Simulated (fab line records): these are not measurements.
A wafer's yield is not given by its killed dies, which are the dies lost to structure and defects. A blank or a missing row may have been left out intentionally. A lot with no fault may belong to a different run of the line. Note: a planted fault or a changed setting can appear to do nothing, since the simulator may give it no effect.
fab line records | flow n5Finfet | part 1 of 2: steps 1 to 15 of 22
record lots=5 wafers=15 lastDay=20
route steps=1938 shown SDB@356 DUMMY_REMOVAL@377
lots untouched by any fault: they come from a run of this same line in which no faults occurred
startH: the number of hours between the record's first day and the start of the first shown wafer of the lot | waitH: hours from the lot's prior step to this one | " same as the row above | L1.1+2: several wafers, shown together as one row | - no value present, or no start provided | * or withheld: withheld | < > ~ a bound
route shown NAME@n: a module of which the file shows steps, and the number in the route of the first | usual: mean/standard deviation of fault-free wafers | same: alike in all rows | chamber/n: place in a boat | sites: per-site readings | _std_site: the standard deviation of these | _edge_site: mean of outer sites minus mean of inner sites | radiusMm: for every site, how far away it sits from the centre of the wafer | mask NAME#n: copy n | behind: the tool/chamber that last shaped the wafer | hold: why the lot went on hold/how many hours it stayed there/how the hold came to an end | device: transistor that didn't switch, given as n, p or np | end of line: the tests these same wafers got at the end of their route | a step given without rows: its recipe and nothing more | killed: at the first sort, the dies lost to defects and structure; wafer yield is something else | map: per-die view of a wafer (x killed, . not killed, _ where there is no die)
set.NAME: setting as actually run; set.NAME@STEP: the setting as run at that earlier step | model.NAME: the simulator's own value behind a step, which no gauge read
lots seen at some steps along the route; tables by step, rows by wafer
services: when a tool's chamber went out of use (startH, in hours from the record's first day, below 0 if earlier), for how many hours, and the reason
## steps
# step N5_SDB_CD_MEAS_11
# recipe targetCdNm=50 landingEnergyEv=500 detector=seInlens polarity=opening
# usual cdNm=49.5/1.5
# columns lot.wafer tool chamber startH waitH cdNm
L076.2 cdSem-01 0 82.57 - 47.9
L076.3 " 0 " " 48.5
L076.6 " 0 " " 48.8
L082.1 cdSem-01 0 113.21 - 47.3
L082.3 " 0 " " 46.7
L082.6 " 0 " " 47.6
L084.2 cdSem-01 0 125.78 - 51.5
L084.3 " 0 " " 49.7
L084.5 " 0 " " 51.9
L091.2 cdSem-03 0 169.13 - 48.5
L091.3 " 0 " " 50.6
L091.6 " 0 " " 48.8
L096.1 cdSem-02 0 201.40 - 50.0
L096.5 " 0 " " 50.8
L096.6 " 0 " " 48.1
# step N5_SDB_OVL_MEAS_12
# recipe pointsPerWafer=44
# usual SDB_OVL=0.4/0.76
# columns lot.wafer tool chamber startH waitH SDB_OVL[nm]
L076.2 overlay-02 0 82.60 0.0 1.8
L076.3 " 0 " " 0.8
L076.6 " 0 " " 0.9
L082.1 overlay-02 0 113.24 0.0 0.2
L082.3 " 0 " " 0.5
L082.6 " 0 " " 0.6
L084.2 overlay-02 0 125.81 0.0 1.3
L084.3 " 0 " " 0.9
L084.5 " 0 " " 0.6
L091.2 overlay-02 0 169.16 0.0 -1.1
L091.3 " 0 " " -0.8
L091.6 " 0 " " 0.1
L096.1 overlay-01 0 201.43 0.0 1.2
L096.5 " 0 " " -0.1
L096.6 " 0 " " 1.3
# step N5_SDB_INSPECT_13
# recipe mode=adi inspectInstrument=brightfield
# usual rawDefectCount=81/32
# columns lot.wafer tool chamber startH waitH rawDefectCount
L076.2 defectInspect-02 - 82.62 0.0 117
L076.3 " - " " 141
L076.6 " - " " 99
L082.1 defectInspect-02 - 113.26 0.0 72
L082.3 " - " " 42
L082.6 " - " " 72
L084.2 defectInspect-01 - 125.83 0.0 103
L084.3 " - " " 79
L084.5 " - " " 101
L091.2 defectInspect-02 - 169.18 0.0 57
L091.3 " - " " 75
L091.6 " - " " 65
L096.1 defectInspect-02 - 201.45 0.0 75
L096.5 " - " " 137
L096.6 " - " " 116
# step N5_SDB_DESCUM_16
# recipe chemistry=O2 timeS=7.9 sourcePowerW=50 biasPowerW=20 pressureMtorr=20 rfFrequencyHz=2.712e+07 tempC=40 resist=CAR-ArF o2FlowSccm=225
# usual drypumpMotorCurrentA=5.6/0.42 oesProductAu=0.76/0.058 rfFwdPowerW=49.28/0.26 rfVppV=242.9/1.4 showerheadPlenumPTorr=2.07/0.076 tempC=39.98/0.11 throttleValvePct=20.44/0.26
# columns lot.wafer tool chamber startH waitH drypumpMotorCurrentA oesProductAu rfFwdPowerW rfHoursCounterH rfVppV showerheadPlenumPTorr tempC throttleValvePct
L076.2 rieDiel-05 3 82.68 0.1 5.4 0.70 49.34 200 240.9 2.00 39.92 20.42
L076.3 " 0 " " 5.1 0.76 49.52 155 241.7 1.97 40.02 20.04
L076.6 " 0 " " 5.2 0.76 49.48 - 240.9 1.97 39.99 20.04
L082.1 rieDiel-05 3 113.30 0.0 5.5 0.69 49.38 209 242.7 2.00 40.02 20.44
L082.3 " 1 " " 6.2 0.79 49.15 111 241.3 2.11 39.96 20.81
L082.6 " 2 " " 5.2 0.72 49.37 - 243.9 2.14 40.08 20.33
L084.2 rieDiel-04 1 125.86 0.0 6.1 0.74 49.46 161 240.8 2.00 39.94 20.60
L084.3 " 2 " " 5.6 0.95 49.11 14 244.5 2.12 39.77 20.38
L084.5 " 1 " " 6.1 0.73 49.45 - 239.1 2.00 40.05 20.59
L091.2 rieDiel-01 3 169.40 0.2 5.1 0.76 49.16 131 241.8 2.03 39.90 20.65
L091.3 " 1 " " 5.8 0.81 49.25 106 244.7 2.20 40.05 20.14
L091.6 " 0 " " 6.2 0.69 49.23 - 243.2 2.17 39.99 20.75
L096.1 rieDiel-01 3 201.49 0.0 5.0 0.76 49.23 143 241.5 2.02 40.10 20.69
L096.5 " 1 " " 5.9 0.80 49.39 - 246.1 2.19 39.99 20.15
L096.6 " 0 " " 6.3 0.69 49.67 - 243.7 2.17 39.98 20.75
# step N5_SDB_ETCH_17
# recipe chemistry=CF4 target=SiARC targetDepthA=234 maskMaterial=CAR-ArF timeS=39 ionEnergyEv=80 pressureMtorr=40 sourceW=545 biasW=36 Ar_flow_sccm=100 cf4FlowSccm=100 ends=cleared
# usual drypumpMotorCurrentA=5.6/0.41 etchRfOnTimeS=38.9/1.1 oesProductAu=0.65/0.05 rfFwdPowerW=533.4/2.5 rfVppV=183.9/1.2 showerheadPlenumPTorr=2.12/0.073 throttleValvePct=15.61/0.2
# columns lot.wafer tool chamber startH waitH drypumpMotorCurrentA etchRfOnTimeS oesProductAu rfFwdPowerW rfHoursCounterH rfVppV showerheadPlenumPTorr throttleValvePct
L076.2 rieDiel-05 3 82.72 0.0 5.5 39.7 0.60 529.9 200 183.1 2.06 15.57
L076.3 " 0 " " 5.2 39.0 0.65 541.2 156 184.7 2.04 15.36
L076.6 " 0 " " 5.1 38.8 0.66 540.0 - 182.9 2.04 15.36
L082.1 rieDiel-05 3 113.33 0.0 5.4 40.2 0.59 534.0 209 182.3 2.06 15.58
L082.3 " 1 " " 6.2 38.3 0.69 533.7 111 185.3 2.14 15.76
L082.6 " 2 " " 5.3 40.7 0.60 533.9 - 184.7 2.22 15.69
L084.2 rieDiel-04 1 125.90 0.0 6.1 39.1 0.63 534.2 161 184.3 2.07 15.91
L084.3 " 2 " " 5.6 36.9 0.81 531.3 14 184.2 2.21 15.79
L084.5 " 1 " " 6.1 39.1 0.64 535.0 - 181.4 2.07 15.91
L091.2 rieDiel-01 3 169.44 0.0 5.0 39.4 0.66 533.7 131 182.9 2.06 15.70
L091.3 " 1 " " 5.8 40.3 0.68 531.9 106 186.2 2.25 15.39
L091.6 " 0 " " 6.3 37.8 0.60 534.5 - 185.6 2.20 15.83
L096.1 rieDiel-01 3 201.52 0.0 5.0 39.8 0.64 534.7 143 182.1 2.06 15.74
L096.5 " 1 " " 5.8 40.3 0.67 534.5 - 185.1 2.25 15.43
L096.6 " 0 " " 6.3 37.9 0.59 531.8 - 183.6 2.20 15.83
# step N5_SDB_ETCH_18
# recipe chemistry=N2/H2 target=SOC targetDepthA=1000 overetchA=200 maskMaterial=SiARC tempC=40 timeS=150 ionEnergyEv=200 pressureMtorr=30 sourceW=840 biasW=150 n2FlowSccm=200 h2FlowSccm=200
# usual drypumpMotorCurrentA=5.6/0.42 oesProductAu=0.68/0.046 rfFwdPowerW=836.6/2.5 rfVppV=523.3/2.5 showerheadPlenumPTorr=2.51/0.093 tempC=40.02/0.11 throttleValvePct=17.77/0.2
# columns lot.wafer tool chamber startH waitH drypumpMotorCurrentA oesProductAu rfFwdPowerW rfHoursCounterH rfVppV showerheadPlenumPTorr tempC throttleValvePct
L076.2 rieDiel-05 3 82.75 0.0 5.5 0.64 839.3 200 518.4 2.38 40.05 17.48
L076.3 " 0 " " 5.2 0.69 835.5 156 520.2 2.44 40.12 17.74
L076.6 " 0 " " 5.1 0.69 837.4 - 521.6 2.44 39.81 17.74
L082.1 rieDiel-05 3 113.37 0.0 5.5 0.63 834.8 209 519.6 2.38 40.08 17.51
L082.3 " 1 " " 6.2 0.72 840.4 111 524.5 2.53 40.15 17.96
L082.6 " 2 " " 5.3 0.64 839.5 - 526.3 2.59 40.15 17.57
L084.2 rieDiel-04 1 125.93 0.0 6.1 0.67 837.4 161 522.1 2.44 40.03 18.04
L084.3 " 2 " " 5.6 0.82 836.9 15 525.4 2.59 40.06 17.83
L084.5 " 1 " " 6.1 0.67 838.6 - 520.4 2.44 39.96 18.03
L091.2 rieDiel-01 3 169.47 0.0 5.0 0.70 835.9 132 522.3 2.42 39.97 17.72
L091.3 " 1 " " 5.9 0.72 835.8 106 527.0 2.70 39.85 17.74
L091.6 " 0 " " 6.3 0.61 837.1 - 526.4 2.59 40.22 17.88
L096.1 rieDiel-01 3 201.56 0.0 5.0 0.69 835.4 143 520.7 2.41 40.04 17.73
L096.5 " 1 " " 5.9 0.72 835.3 - 527.1 2.69 39.99 17.77
L096.6 " 0 " " 6.3 0.61 832.1 - 525.7 2.59 39.93 17.90
# step N5_SDB_STRIP_19
# recipe chemistry=N2/H2 tempC=40 n2FlowSccm=200 h2FlowSccm=200 rfFrequencyHz=6e+07
# columns lot.wafer tool chamber startH waitH
L076.2+3+6 rieDiel-05 3,0,0 82.88 0.1
L082.1+3+6 rieDiel-05 3,1,2 113.50 0.1
L084.2+3+5 rieDiel-04 1,2,1 126.06 0.1
L091.2+3+6 rieDiel-01 3,1,0 169.60 0.1
L096.1+5+6 rieDiel-01 3,1,0 201.69 0.1
# step N5_SDB_STRIP_21
# recipe chemistry=CF4 resist=SiARC powerW=300 biasPowerW=75 pressureMtorr=50 cf4FlowSccm=150 rfFrequencyHz=6e+07
# usual drypumpMotorCurrentA=5.6/0.41 oesProductAu=0.75/0.05 rfFwdPowerW=292.6/0.85 rfVppV=270.9/1.5 showerheadPlenumPTorr=1.77/0.057 throttleValvePct=13.57/0.19
# columns lot.wafer tool chamber startH waitH drypumpMotorCurrentA oesProductAu rfFwdPowerW rfHoursCounterH rfVppV showerheadPlenumPTorr throttleValvePct
L076.2 rieDiel-05 3 82.89 0.0 5.5 0.70 293.5 200 270.1 1.72 13.53
L076.3 " 0 " " 5.1 0.76 292.7 156 270.0 1.71 13.33
L076.6 " 0 " " 5.1 0.76 292.6 - 269.5 1.71 13.34
L082.1 rieDiel-05 3 113.51 0.0 5.4 0.70 292.2 209 270.0 1.72 13.56
L082.3 " 1 " " 6.1 0.78 293.2 111 271.2 1.78 13.69
L082.6 " 2 " " 5.2 0.71 292.3 - 271.4 1.84 13.63
L084.2 rieDiel-04 1 126.07 0.0 6.1 0.74 292.2 161 269.1 1.74 13.90
L084.3 " 2 " " 5.6 0.91 292.8 15 272.3 1.84 13.67
L084.5 " 1 " " 6.2 0.74 293.0 - 268.8 1.74 13.88
L091.2 rieDiel-01 3 169.61 0.0 5.1 0.77 293.3 132 269.6 1.74 13.70
L091.3 " 1 " " 5.8 0.80 292.7 106 273.0 1.87 13.34
L091.6 " 0 " " 6.2 0.68 293.8 - 272.4 1.84 13.80
L096.1 rieDiel-01 3 201.70 0.0 5.1 0.76 291.9 143 269.8 1.73 13.72
L096.5 " 1 " " 5.8 0.79 292.5 - 272.5 1.87 13.36
L096.6 " 0 " " 6.2 0.67 292.9 - 273.0 1.83 13.83
# step N5_SDB_HM_OPEN_20
# recipe chemistry=CH3F/O2 target=SiNx maskMaterial=SOC targetDepthA=240 stopOn=poly-Si overEtchFrac=0.4 ionEnergyEv=120 pressureMtorr=30 sourceW=395 biasW=73 Ar_flow_sccm=150 CH3F_flow_sccm=30 O2_flow_sccm=20
# usual CH3F_flow_sccm=30.00/0.087 O2_flow_sccm=20.00/0.06 drypumpMotorCurrentA=5.6/0.41 oesProductAu=0.62/0.043 rfFwdPowerW=391.8/1.4 rfVppV=298/7 showerheadPlenumPTorr=1.99/0.075 throttleValvePct=16.39/0.19
# columns lot.wafer tool chamber startH waitH CH3F_flow_sccm O2_flow_sccm drypumpMotorCurrentA oesProductAu rfFwdPowerW rfHoursCounterH rfVppV showerheadPlenumPTorr throttleValvePct
L076.2 rieDiel-05 3 82.91 0.0 30.03 20.00 5.5 0.58 390.8 200 295 1.92 16.33
L076.3 " 0 " " 29.99 20.05 5.2 0.63 392.5 156 298 1.91 16.13
L076.6 " 0 " " 30.10 20.09 5.1 0.63 392.6 - 297 1.91 16.16
L082.1 rieDiel-05 3 113.53 0.0 29.84 20.01 5.5 0.57 394.2 209 294 1.92 16.37
L082.3 " 1 " " 30.23 20.00 6.1 0.65 390.5 111 299 2.00 16.56
L082.6 " 2 " " 29.93 19.96 5.3 0.60 392.7 - 301 2.09 16.51
L084.2 rieDiel-04 1 126.09 0.0 29.97 20.02 6.1 0.62 393.0 161 295 1.93 16.61
L084.3 " 2 " " 30.02 20.02 5.6 0.75 390.9 15 298 2.07 16.52
L084.5 " 1 " " 30.13 20.14 6.2 0.62 393.9 - 294 1.93 16.61
L091.2 rieDiel-01 3 169.63 0.0 29.96 19.98 5.0 0.63 391.8 132 301 1.92 16.36
L091.3 " 1 " " 30.15 20.01 5.8 0.66 392.6 106 315 2.12 16.19
L091.6 " 0 " " 29.96 20.03 6.2 0.57 393.2 - 293 2.07 16.60
L096.1 rieDiel-01 3 201.72 0.0 30.11 20.06 5.0 0.63 392.2 143 302 1.91 16.42
L096.5 " 1 " " 30.03 19.96 5.8 0.66 392.3 - 316 2.12 16.23
L096.6 " 0 " " 30.05 20.00 6.3 0.56 391.2 - 292 2.06 16.62
# step N5_SDB_STRIP_22
# recipe chemistry=N2/H2 powerW=1000 tempC=250 h2Frac=0.65 overashFraction=0.3 pressureMtorr=withheld n2FlowSccm=1750 h2FlowSccm=3250
# usual drypumpMotorCurrentA=6.05/0.19 heaterPowerW=323/23 oesProductAu=0.715/0.0046 stripTimeToEndpointS=96.3/0.44 tempC=249.98/0.18
# same overashFraction=0.3
# columns lot.wafer tool chamber startH waitH drypumpMotorCurrentA heaterPowerW oesProductAu rfHoursCounterH stripTimeToEndpointS tempC
L076.2 plasmaAsher-01 1 83.00 0.1 6.27 322 0.710 37 96.7 249.83
L076.3 " 1 " " 6.23 321 0.717 - 96.4 249.69
L076.6 " 0 " " 6.09 293 0.712 - 96.2 249.67
L082.1 plasmaAsher-02 1 113.61 0.1 5.77 349 0.714 94 96.6 250.13
L082.3 " 0 " " 6.18 315 0.718 - 96.5 249.99
L082.6 " 1 " " 5.77 350 0.715 - 96.8 250.14
L084.2 plasmaAsher-01 1 126.17 0.1 6.21 322 0.710 46 96.2 250.01
L084.3 " 1 " " 6.23 325 0.716 - 95.5 250.01
L084.5 " 1 " " 6.22 315 0.715 - 96.5 250.19
L091.2 plasmaAsher-01 1 169.71 0.1 6.23 329 0.712 56 96.4 249.83
L091.3 " 1 " " 6.19 328 0.710 - 96.3 250.02
L091.6 " 0 " " 6.08 299 0.710 - 95.9 250.09
L096.1 plasmaAsher-02 0 201.80 0.1 6.19 306 0.714 110 96.6 249.86
L096.5 " 1 " " 5.74 343 0.725 - 96.7 249.86
L096.6 " 0 " " 6.19 310 0.715 - 96.3 249.91
# step N5_SDB_PRECLEAN_23
# recipe chemistry=dHF timeS=30 tempC=25 dilution=withheld
# usual tempC=25.01/0.1
# columns lot.wafer tool chamber startH waitH tempC
L076.2 wetBench-02 7 83.15 0.1 25.02
L076.3 " 3 " " 25.15
L076.6 " 4 " " 25.15
L082.1 wetBench-05 4 113.76 0.1 24.97
L082.3 " 7 " " 24.93
L082.6 " 0 " " 25.18
L084.2 wetBench-02 3 126.32 0.1 24.92
L084.3 " 4 " " 24.87
L084.5 " 0 " " 24.94
L091.2 wetBench-05 6 169.86 0.1 24.93
L091.3 " 5 " " 25.03
L091.6 " 1 " " 24.98
L096.1 wetBench-05 5 201.95 0.1 25.13
L096.5 " 6 " " 25.19
L096.6 " 2 " " 24.92
# step N5_SDB_DUMMY_REMOVE_24
# recipe chemistry=TMAH tempC=70 target=poly-Si stopOn=SiO2 targetDepthNm=142 concWtPct=5 timeS=57 dry=ipaMarangoni rinseTimeS=30 rinseTempC=23
# usual tempC=69.99/0.12
# columns lot.wafer tool chamber startH waitH tempC
L076.2 wetBench-02 7 83.16 0.0 70.23
L076.3 " 3 " " 70.08
L076.6 " 4 " " 69.87
L082.1 wetBench-05 4 113.77 0.0 69.95
L082.3 " 7 " " 69.88
L082.6 " 0 " " 70.08
L084.2 wetBench-02 3 126.33 0.0 69.98
L084.3 " 4 " " 69.72
L084.5 " 0 " " 70.04
L091.2 wetBench-05 6 169.87 0.0 70.09
L091.3 " 5 " " 70.17
L091.6 " 1 " " 69.92
L096.1 wetBench-05 5 201.96 0.0 70.05
L096.5 " 6 " " 70.12
L096.6 " 2 " " 70.07
# step N5_SDB_ETCH_25
# recipe chemistry=C4F6/O2 target=SiO2 targetDepthA=100 timeS=3.3 ionEnergyEv=250 maskMaterial=SiNx pressureMtorr=30 sourceW=345 biasW=185 Ar_flow_sccm=300 C4F6_flow_sccm=10 O2_flow_sccm=10
# usual O2_flow_sccm=9.996/0.03 drypumpMotorCurrentA=5.6/0.42 oesProductAu=0.77/0.065 rfFwdPowerW=342.3/1.2 rfVppV=668/19 showerheadPlenumPTorr=2.85/0.1 throttleValvePct=21.25/0.22
# columns lot.wafer tool chamber startH waitH O2_flow_sccm drypumpMotorCurrentA oesProductAu rfFwdPowerW rfHoursCounterH rfVppV showerheadPlenumPTorr throttleValvePct
L076.2 rieDiel-04 0 83.22 0.0 10.010 5.8 0.81 345.3 101 699 2.86 20.67
L076.3 " 1 " " 9.999 6.1 0.76 344.0 147 655 2.75 21.44
L076.6 " 2 " " 10.037 5.6 0.99 340.9 - 666 2.95 21.49
L082.1 rieDiel-05 1 113.83 0.0 9.995 6.1 0.81 339.3 111 667 2.85 21.45
L082.3 " 0 " " 9.950 5.2 0.76 342.5 164 665 2.72 20.98
L082.6 " 2 " " 9.999 5.3 0.71 340.6 - 673 2.97 21.35
L084.2 rieDiel-04 3 126.39 0.0 9.985 5.5 0.81 343.5 130 642 2.74 21.12
L084.3 " 0 " " 9.952 5.8 0.80 341.3 115 699 2.85 20.69
L084.5 " 3 " " 10.015 5.5 0.80 342.9 - 642 2.74 21.11
L091.2 rieDiel-01 0 169.96 0.1 10.024 6.2 0.70 342.3 230 653 2.94 21.44
L091.3 " 3 " " 9.909 5.1 0.78 343.2 132 674 2.73 21.22
L091.6 " 1 " " 9.964 5.8 0.80 343.9 - 706 3.01 21.07
L096.1 rieDiel-04 2 202.41 0.4 9.986 5.6 0.89 342.0 36 666 2.93 21.53
L096.5 " 3 " " 10.015 5.5 0.78 342.9 - 641 2.73 21.12
L096.6 " 2 " " 9.981 5.6 0.90 341.5 - 667 2.93 21.54
# step N5_SDB_CUT_ETCH_26
# recipe chemistry=HBr/Cl2/O2 target=Si targetDepthA=1296 btTimeS=20 maskMaterial=SiNx timeS=51.8 ionEnergyEv=* biasW=* pressureMtorr=10 icpW=800 HBr_flow_sccm=150 Cl2_flow_sccm=80 O2_flow_sccm=12
# usual O2_flow_sccm=12.00/0.038 drypumpMotorCurrentA=5.6/0.43 oesProductAu=1.000/0.018 rfFwdPowerW=* throttleValvePct=37.2/0.47
# columns lot.wafer tool chamber startH waitH O2_flow_sccm drypumpMotorCurrentA oesProductAu rfFwdPowerW rfHoursCounterH throttleValvePct
L076.2 rieSi-02 3 83.30 0.1 11.96 6.5 0.990 * 3 37.3
L076.3 " 0 " " 12.03 5.5 1.019 * 4 36.5
L076.6 " 0 " " 12.09 5.5 1.008 * - 36.5
L082.1 rieSi-02 2 113.91 0.1 11.99 5.8 1.022 * 127 37.5
L082.3 " 3 " " 12.00 6.5 0.984 * 4 37.3
L082.6 " 1 " " 11.98 5.7 0.979 * - 36.6
L084.2 rieSi-02 1 126.48 0.1 12.01 5.7 0.979 * 63 36.6
L084.3 " 0 " " 12.08 5.5 1.017 * 4 36.5
L084.5 " 3 " " 12.01 6.5 0.993 * - 37.3
L091.2 rieSi-02 1 170.04 0.1 11.90 5.7 0.993 * 64 36.7
L091.3 " 3 " " 12.01 6.5 0.993 * 5 37.3
L091.6 " 3 " " 11.99 6.5 0.989 * - 37.3
L096.1 rieSi-06 3 202.50 0.1 12.03 5.5 1.003 * 85 38.3
L096.5 " 0 " " 11.92 5.5 0.987 * - 36.7
L096.6 " 1 " " 11.95 5.3 0.998 * - 37.4
# step N5_SDB_PRECLEAN_38
# recipe chemistry=dHF timeS=10 dilution=750:1 tempC=25
# usual tempC=25.00/0.1
# columns lot.wafer tool chamber startH waitH tempC
L076.2 wetBench-05 7 83.42 0.1 24.81
L076.3 " 0 " " 24.97
L076.6 " 2 " " 24.91
L082.1 wetBench-02 3 114.03 0.1 25.02
L082.3 " 4 " " 24.99
L082.6 " 7 " " 25.01
L084.2 wetBench-02 7 126.59 0.1 24.91
L084.3 " 5 " " 24.90
L084.5 " 3 " " 24.97
L091.2 wetBench-05 4 170.16 0.1 25.17
L091.3 " 6 " " 25.07
L091.6 " 5 " " 25.10
L096.1 wetBench-02 6 202.62 0.1 25.06
L096.5 " 7 " " 25.20
L096.6 " 1 " " 24.87
